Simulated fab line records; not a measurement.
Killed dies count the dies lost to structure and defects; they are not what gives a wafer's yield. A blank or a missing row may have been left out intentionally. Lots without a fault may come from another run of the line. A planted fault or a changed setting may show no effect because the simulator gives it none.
fab line records	flow n5Finfet
record: lots: 7	wafers: 21
route steps=1938 shown BEOL_M15@1802 MIM_TOP_LITHO@1843 MIM_TOP_ETCH@1853 PASSIVATION@1901
startH: hours from the record's first day to the start of the lot's first wafer shown	waitH: time in hours since the lot's previous step	" the same as in the row above	L1.1+2: one row covering several wafers at once	- no value, or no start was given	* or withheld: withheld	< > ~ a bound
route shown NAME@n: NAME is a module with steps in the file, n the number in the route of the first one	usual: mean and standard deviation over wafers with no fault	same: alike in all rows	chamber/n: place in a boat	sites: each site's reading	_std_site: the standard deviation of these	_edge_site: outer sites' mean less inner sites'	radiusMm: how far each site lies from the wafer's centre	mask NAME#n: copy n	behind: the last tool/chamber to shape the wafer	hold: what put the lot on hold/how long, in hours/how the hold closed	device: the transistor (n, p or np) that didn't switch	end of line: tests of these same wafers at the route's end	a step without rows: its recipe alone	killed: at the first sort, the dies lost to defects and structure; wafer yield is something else	map: a wafer's dies, marking killed ones x, the rest . and places with no die _
set.NAME: the setting that was run; set.NAME@STEP: the one run at that earlier step	model.NAME: the simulator's own value behind a step, which no gauge read
lots whose settings were changed on purpose; a table a step, a row a wafer
== steps ==
step: N5_BEOL_M15_DEVELOP_27
recipe: developTimeS: 45	rinseLiquid: diw	dry: airSpin	devTempC: 21
lot.wafer	tool	chamber	startH	waitH	set.developTimeS
L083.1+2+5	lithoTrack-03	0	-	-	45
L082.2+3+4	lithoTrack-03	0	-	-	45
L085.1	lithoTrack-01	0	-	-	37.04
L085.2+4	"	0	"	"	45
L089.3	lithoTrack-03	0	-	-	53.01
L089.4+5	"	0	"	"	45
L092.3+6	lithoTrack-04	0	-	-	52.4
L092.4	"	0	"	"	45
L094.3+4+5	lithoTrack-04	0	-	-	45
L093.1+2+4	lithoTrack-04	0	-	-	45
step: N5_BEOL_M15_HARDBAKE_32
recipe: tempC: 130	timeS: 120
step: N5_BEOL_M15_CD_MEAS_28
recipe: targetCdNm: 407.6	landingEnergyEv: 500	detector: seInlens
usual: cdNm: 407.5/1.8
lot.wafer	tool	chamber	startH	waitH	set.pebTimeS@BEOL_M15_PEB_26	cdNm
L083.1	cdSem-03	0	325.85	-	103.3	411.8
L083.2	"	0	"	"	90	407.9
L083.5	"	0	"	"	103.3	411.3
L082.2	cdSem-03	0	326.47	-	90	406.4
L082.3	"	0	"	"	77.97	401.0
L082.4	"	0	"	"	77.97	401.8
L085.1	cdSem-02	0	347.31	-	90	408.0
L085.2	"	0	"	"	90	409.8
L085.4	"	0	"	"	90	406.4
L089.3	cdSem-01	0	348.51	-	73.35	403.9
L089.4	"	0	"	"	90	410.3
L089.5	"	0	"	"	73.35	400.8
L092.3	cdSem-02	0	379.48	-	90	407.0
L092.4	"	0	"	"	80.09	401.9
L092.6	"	0	"	"	80.09	405.2
L094.3	cdSem-03	0	388.39	-	90	406.9
L094.4	"	0	"	"	105.6	412.8
L094.5	"	0	"	"	105.6	412.9
L093.1	cdSem-03	0	406.76	-	90	406.1
L093.2	"	0	"	"	90	406.0
L093.4	"	0	"	"	90	406.5
step: N5_BEOL_M15_DESCUM_33
recipe: chemistry: O2	timeS: 7.9	sourcePowerW: 50	biasPowerW: 20	pressureMtorr: 20	rfFrequencyHz: 2.712e+07	tempC: 40	o2FlowSccm: 225
lot.wafer	tool	chamber	startH	waitH	set.pebTimeS@BEOL_M15_PEB_26	model.BEOL_M15.cdNm
L083.1+5	rieDiel-06	3,1	326.15	0.2	103.3	411.6
L083.2	"	0	"	"	90	407.8
L082.2	rieDiel-06	1	326.55	0.0	90	406.8
L082.3	"	0	"	"	77.97	401.4
L082.4	"	1	"	"	77.97	402
L085.1	rieDiel-06	3	347.42	0.1	90	408.2
L085.2	"	1	"	"	90	409.6
L085.4	"	0	"	"	90	406.8
L089.3	rieDiel-05	0	348.60	0.0	73.35	404
L089.4	"	3	"	"	90	410.2
L089.5	"	0	"	"	73.35	401
L092.3	rieDiel-06	2	379.81	0.0	90	407.2
L092.4	"	3	"	"	80.09	402.2
L092.6	"	1	"	"	80.09	405.2
L094.3	rieDiel-06	3	388.47	0.0	90	406.8
L094.4	"	2	"	"	105.6	412.8
L094.5	"	3	"	"	105.6	413.6
L093.1	rieDiel-02	3	407.14	0.3	90	406
L093.2	"	2	"	"	90	406.4
L093.4	"	0	"	"	90	407
step: N5_BEOL_M15_ETCH_61
recipe: chemistry: N2/H2	target: BARC	targetDepthA: 890	overetchA: 267	timeS: 67.9	ionEnergyEv: 200	pressureMtorr: 30	sourceW: 840	biasW: 150	n2FlowSccm: 200	h2FlowSccm: 200
lot.wafer	tool	chamber	startH	waitH	set.pebTimeS@BEOL_M15_PEB_26	model.BEOL_M15.cdNm
L083.1	rieDiel-06	3	326.19	0.0	103.3	403.8
L083.2	"	0	"	"	90	399.6
L083.5	"	1	"	"	103.3	404.2
L082.2	rieDiel-06	1	326.59	0.0	90	399.6
L082.3	"	0	"	"	77.97	393
L082.4	"	1	"	"	77.97	394.8
L085.1	rieDiel-06	3	347.46	0.0	90	400
L085.2	"	1	"	"	90	402.6
L085.4	"	0	"	"	90	397.8
L089.3	rieDiel-05	0	348.63	0.0	73.35	396.8
L089.4	"	3	"	"	90	401.2
L089.5	"	0	"	"	73.35	393
L092.3	rieDiel-06	2	379.84	0.0	90	398.8
L092.4	"	3	"	"	80.09	394.2
L092.6	"	1	"	"	80.09	398.4
L094.3	rieDiel-06	3	388.51	0.0	90	398.6
L094.4	"	2	"	"	105.6	404.8
L094.5	"	3	"	"	105.6	405.4
L093.1	rieDiel-02	3	407.18	0.0	90	397.4
L093.2+4	"	2,0	"	"	90	398.6
step: N5_BEOL_M15_TRENCH_ETCH_34
recipe: chemistry: C4F8/O2/Ar	target: SiO2	targetDepthA: 8729.3	heInnerTorr: 15	heOuterTorr: 30	timeS: 199	ionEnergyEv: 800	pressureMtorr: 20	sourceW: 1905	biasW: 2040	Ar_flow_sccm: 400	C4F8_flow_sccm: 16	O2_flow_sccm: 12
lot.wafer	tool	chamber	startH	waitH	set.pebTimeS@BEOL_M15_PEB_26	model.BEOL_M15.cdNm
L083.1+5	rieDiel-06	3,1	326.24	0.0	103.3	403.6
L083.2	"	0	"	"	90	399
L082.2	rieDiel-06	1	326.64	0.0	90	399.6
L082.3	"	0	"	"	77.97	392.6
L082.4	"	1	"	"	77.97	394.8
L085.1	rieDiel-06	3	347.51	0.0	90	400
L085.2	"	1	"	"	90	402.4
L085.4	"	0	"	"	90	397.8
L089.3	rieDiel-05	0	348.68	0.0	73.35	396.6
L089.4	"	3	"	"	90	401
L089.5	"	0	"	"	73.35	392.6
L092.3	rieDiel-06	2	379.89	0.0	90	399
L092.4	"	3	"	"	80.09	394
L092.6	"	1	"	"	80.09	398.6
L094.3	rieDiel-06	3	388.56	0.0	90	398.6
L094.4	"	2	"	"	105.6	405.2
L094.5	"	3	"	"	105.6	405.4
L093.1	rieDiel-02	3	407.23	0.0	90	397
L093.2+4	"	2,0	"	"	90	398.4
step: N5_MIM_TOP_LITHO_EXPOSE_05
recipe: maskId: MIM_TOP	na: 0.55	sourceShape: conventional	sigmaOuter: 0.8	polarization: unpolarized	targetCdNm: 2000	doseMj: 20.5
lot.wafer	tool	chamber	startH	waitH	mask	set.doseMj
L083.1	krfScanner-02	0	335.14	-	MIM_TOP#0	20.5
L083.2+5	"	0	"	"	MIM_TOP#0	20.91
L082.2+3+4	krfScanner-01	0	337.09	-	MIM_TOP#0	20.5
L085.1+2	krfScanner-02	0	354.09	-	MIM_TOP#0	19.28
L085.4	"	0	"	"	MIM_TOP#0	20.5
L089.3+4+5	krfScanner-02	0	355.87	-	MIM_TOP#0	19.48
L092.3+6	krfScanner-02	0	403.32	-	MIM_TOP#0	19.22
L092.4	"	0	"	"	MIM_TOP#0	20.5
L094.3+5	krfScanner-01	0	403.48	-	MIM_TOP#0	20.5
L094.4	"	0	"	"	MIM_TOP#0	21.36
L093.1+2+4	krfScanner-01	0	413.56	-	MIM_TOP#0	20.5
step: N5_MIM_TOP_LITHO_PEB_06
recipe: pebTempC: withheld	pebTimeS: *
step: N5_MIM_TOP_LITHO_DEVELOP_07
recipe: developTimeS: 60	rinseLiquid: diw	dry: airSpin	devTempC: 21
step: N5_MIM_TOP_LITHO_HARDBAKE_09
recipe: tempC: 130	timeS: 120
step: N5_MIM_TOP_LITHO_CD_MEAS_08
recipe: targetCdNm: 2000	landingEnergyEv: 500	detector: seInlens
usual: cdNm: 1999.8/1.3
lot.wafer	tool	chamber	startH	waitH	set.doseMj@MIM_TOP_LITHO_EXPOSE_05	cdNm
L083.1	cdSem-01	0	335.32	-	20.5	1997.3
L083.2	"	0	"	"	20.91	1995.6
L083.5	"	0	"	"	20.91	1996.6
L082.2	cdSem-01	0	337.26	-	20.5	1999.5
L082.3	"	0	"	"	20.5	1997.7
L082.4	"	0	"	"	20.5	1998.3
L085.1	cdSem-01	0	354.27	-	19.28	2011.1
L085.2	"	0	"	"	19.28	2010.7
L085.4	"	0	"	"	20.5	2000.5
L089.3	cdSem-01	0	356.04	-	19.48	2010.1
L089.4	"	0	"	"	19.48	2009.8
L089.5	"	0	"	"	19.48	2010.7
L092.3	cdSem-02	0	403.49	-	19.22	2012.7
L092.4	"	0	"	"	20.5	2002.2
L092.6	"	0	"	"	19.22	2011.7
L094.3	cdSem-01	0	403.65	-	20.5	1998.8
L094.4	"	0	"	"	21.36	1993.2
L094.5	"	0	"	"	20.5	2000.7
L093.1	cdSem-01	0	413.74	-	20.5	2000.1
L093.2	"	0	"	"	20.5	2001.2
L093.4	"	0	"	"	20.5	2000.0
step: N5_MIM_TOP_LITHO_DESCUM_10
recipe: chemistry: O2	timeS: 7.9	sourcePowerW: 50	biasPowerW: 20	pressureMtorr: 20	rfFrequencyHz: 2.712e+07	tempC: 40	o2FlowSccm: 225
lot.wafer	tool	chamber	startH	waitH	set.doseMj@MIM_TOP_LITHO_EXPOSE_05	model.MIM_TOP_LITHO.cdNm
L083.1	rieDiel-04	3	335.41	0.0	20.5	1997
L083.2+5	"	0,1	"	"	20.91	1996
L082.2	rieDiel-04	2	337.35	0.0	20.5	2000
L082.3	"	1	"	"	20.5	1998
L082.4	"	0	"	"	20.5	1999
L085.1+2	rieDiel-03	3,1	354.36	0.0	19.28	2011
L085.4	"	1	"	"	20.5	2000
L089.3+4	rieDiel-03	3,1	356.23	0.1	19.48	2010
L089.5	"	2	"	"	19.48	2011
L092.3	rieDiel-03	3	403.57	0.0	19.22	2013
L092.4	"	0	"	"	20.5	2002
L092.6	"	1	"	"	19.22	2012
L094.3	rieDiel-03	0	403.74	0.0	20.5	1999
L094.4	"	1	"	"	21.36	1993
L094.5	"	3	"	"	20.5	2001
L093.1+4	rieDiel-01	3,2	413.84	0.0	20.5	2000
L093.2	"	0	"	"	20.5	2001
step: N5_MIM_TOP_ETCH_PECVD_03
recipe: material: SiNx	targetThkA: 200	tempC: 400	precursor: SiH4/NH3/N2	pressureTorr: 1.5	rfW: 300	timeS: 17.6
lot.wafer	tool	chamber	startH	waitH	set.timeS	model.SiNx_of_MIM_TOP_ETCH_PECVD_03.thkNm
L083.1	pecvd-04	1	335.87	-	17.6	19.8
L083.2+5	"	2,1	"	"	17.6	20.2
L082.2	pecvd-02	2	337.64	-	17.6	20.2
L082.3+4	"	1,2	"	"	17.6	19.8
L085.1	pecvd-02	0	354.65	-	17.6	20
L085.2	"	1	"	"	17.6	19.8
L085.4	"	2	"	"	17.6	20.4
L089.3	pecvd-01	1	356.52	-	17.6	19.8
L089.4	"	2	"	"	17.6	20
L089.5	"	0	"	"	20.18	23.2
L092.3	pecvd-02	1	403.87	-	17.6	20
L092.4	"	2	"	"	19.73	23
L092.6	"	0	"	"	17.6	20.4
L094.3	pecvd-04	0	404.05	-	17.6	20.2
L094.4	"	2	"	"	16.42	18.8
L094.5	"	2	"	"	16.42	18.6
L093.1+4	pecvd-01	0	414.15	-	17.6	19.8
L093.2	"	1	"	"	17.6	19.4
step: N5_PASSIVATION_EXPOSE_27
recipe: maskId: PAD	na: 0.55	sourceShape: conventional	sigmaOuter: 0.8	polarization: unpolarized	defocusNm: 0	doseMj: 32.3
lot.wafer	tool	chamber	startH	waitH	mask	set.doseMj
L083.1	krfScanner-01	0	340.81	-	PAD#0	30.44
L083.2+5	"	0	"	"	PAD#0	32.3
L082.2+4	krfScanner-02	0	341.93	-	PAD#0	33.34
L082.3	"	0	"	"	PAD#0	32.3
L085.1+4	krfScanner-01	0	361.75	-	PAD#0	34.69
L085.2	"	0	"	"	PAD#0	32.3
L089.3+4	krfScanner-01	0	361.80	-	PAD#0	30.72
L089.5	"	0	"	"	PAD#0	32.3
L092.3	krfScanner-02	0	409.35	-	PAD#0	33.32
L092.4+6	"	0	"	"	PAD#0	32.3
L094.3+4	krfScanner-02	0	409.70	-	PAD#0	32.3
L094.5	"	0	"	"	PAD#0	29.89
L093.1+2+4	krfScanner-02	0	419.19	-	PAD#0	32.3
step: N5_PASSIVATION_PEB_28
recipe: pebTempC: withheld	pebTimeS: *
lot.wafer	tool	chamber	startH	waitH	set.pebTimeS
L083.1+5	lithoTrack-04	0	340.87	0.1	*
L083.2	"	0	"	"	*
L082.2+3	lithoTrack-04	0	341.98	0.0	*
L082.4	"	0	"	"	*
L085.1+4	lithoTrack-02	0	361.81	0.1	*
L085.2	"	0	"	"	*
L089.3+4+5	lithoTrack-05	0	361.84	0.0	*
L092.3+4	lithoTrack-05	0	409.40	0.0	*
L092.6	"	0	"	"	*
L094.3+4+5	lithoTrack-04	0	409.74	0.0	*
L093.1+2+4	lithoTrack-02	0	419.25	0.1	*
step: N5_PASSIVATION_DEVELOP_29
recipe: developTimeS: 60	rinseLiquid: diw	dry: airSpin	devTempC: 21
step: N5_PASSIVATION_HARDBAKE_31
recipe: tempC: 130	timeS: 120
step: N5_PASSIVATION_CD_MEAS_30
recipe: targetCdNm: 4000	landingEnergyEv: 500	detector: seInlens	polarity: opening
usual: cdNm: 4000.2/1.5
lot.wafer	tool	chamber	startH	waitH	set.doseMj@PASSIVATION_EXPOSE_27	cdNm
L083.1	cdSem-03	0	340.99	-	30.44	3997.0
L083.2	"	0	"	"	32.3	4002.6
L083.5	"	0	"	"	32.3	4008.7
L082.2	cdSem-03	0	342.11	-	33.34	4003.9
L082.3	"	0	"	"	32.3	3996.7
L082.4	"	0	"	"	33.34	4004.9
L085.1	cdSem-03	0	361.93	-	34.69	4012.6
L085.2	"	0	"	"	32.3	3993.6
L085.4	"	0	"	"	34.69	4011.6
L089.3	cdSem-02	0	361.97	-	30.72	3993.0
L089.4	"	0	"	"	30.72	3992.6
L089.5	"	0	"	"	32.3	4001.8
L092.3	cdSem-02	0	409.52	-	33.32	4012.1
L092.4	"	0	"	"	32.3	4005.5
L092.6	"	0	"	"	32.3	4000.8
L094.3	cdSem-01	0	409.86	-	32.3	4001.4
L094.4	"	0	"	"	32.3	4002.9
L094.5	"	0	"	"	29.89	3987.3
L093.1	cdSem-03	0	419.37	-	32.3	3998.9
L093.2	"	0	"	"	32.3	3997.8
L093.4	"	0	"	"	32.3	3999.0
== key ==
split: step: N5_BEOL_M15_DEVELOP_27	setting: developTimeS	stated: 45	by: wafer
response none clear
split: step: N5_MIM_TOP_LITHO_EXPOSE_05	setting: doseMj	stated: 20.5	by: wafer
response: step: N5_MIM_TOP_LITHO_CD_MEAS_08	reading: cdNm	change: -1.61	per: 1%	r: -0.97
response: step: N5_MIM_TOP_LITHO_DESCUM_10	reading: model.MIM_TOP_LITHO.cdNm	change: -1.66	per: 1%	r: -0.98
split: step: N5_MIM_TOP_ETCH_PECVD_03	setting: timeS	stated: 17.6	by: wafer
response: step: N5_MIM_TOP_ETCH_PECVD_03	reading: model.SiNx_of_MIM_TOP_ETCH_PECVD_03.thkNm	change: +0.227	per: 1%	r: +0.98
split: step: N5_PASSIVATION_EXPOSE_27	setting: doseMj	stated: 32.3	by: wafer
response: step: N5_PASSIVATION_CD_MEAS_30	reading: cdNm	change: +2.1	per: 1%	r: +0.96
split: step: N5_PASSIVATION_PEB_28	setting: pebTimeS	stated: *	by: wafer
response none clear
split outsideThisFile step=N5_BEOL_M15_PEB_26 setting=pebTimeS
split outsideThisFile: this setting was split too, and the file shows its column; the key of that split is in another file
